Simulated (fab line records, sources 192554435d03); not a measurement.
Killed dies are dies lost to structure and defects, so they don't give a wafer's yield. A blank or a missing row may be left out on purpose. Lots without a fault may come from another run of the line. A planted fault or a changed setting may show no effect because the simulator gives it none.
Chamber matching | flow n5_finfet | N5_BEOL_M2_ETCH_63 on rie_diel-05: 4 sister chambers
The step etches SiARC in CF4, target depth 15.6 nm, time 26 s. 4 wafers are shown with their chamber, then 8 later ones without.

WAFERS WITH THEIR CHAMBER
wafer  | chamber | showerhead_plenum_p_Torr (Torr)
L092.2 | 2       | 2.12
L092.3 | 0       | 2.14
L092.4 | 1       | 2.09
L093.3 | 3       | 2.21

WAFERS WITHOUT THEIR CHAMBER
wafer  | showerhead_plenum_p_Torr (Torr)
L093.5 | 2.21
L093.6 | 2.14
L097.1 | 2.14
L097.2 | 2.09
L097.6 | 2.11
L096.1 | 2.21
L096.3 | 2.14
L096.6 | 2.09

WHICH CHAMBER EACH WENT THROUGH
wafer  | from the rows above | in truth
L093.5 | 3                   | 3
L093.6 | 0                   | 0
L097.1 | 0                   | 0
L097.2 | 1                   | 1
L097.6 | 2                   | 2
L096.1 | 3                   | 3
L096.3 | 0                   | 0
L096.6 | 1                   | 1
Placed correctly: 8 of 8. Can't be placed from these rows: 0. Placed wrongly: 0.
How it was worked out, from the rows above alone: a wafer's distance from a chamber is the root of the sum, over the readings, of the square of ((its reading less the chamber's mean) divided by the reading's scatter). The wafer belongs to the nearest chamber; if the next one is less than 2 further off, it can't be placed. A chamber's mean is the mean of its shown wafers. The scatter: with one shown wafer a chamber, the root of the mean of the squares of how far each hidden wafer lies from its nearest shown one.
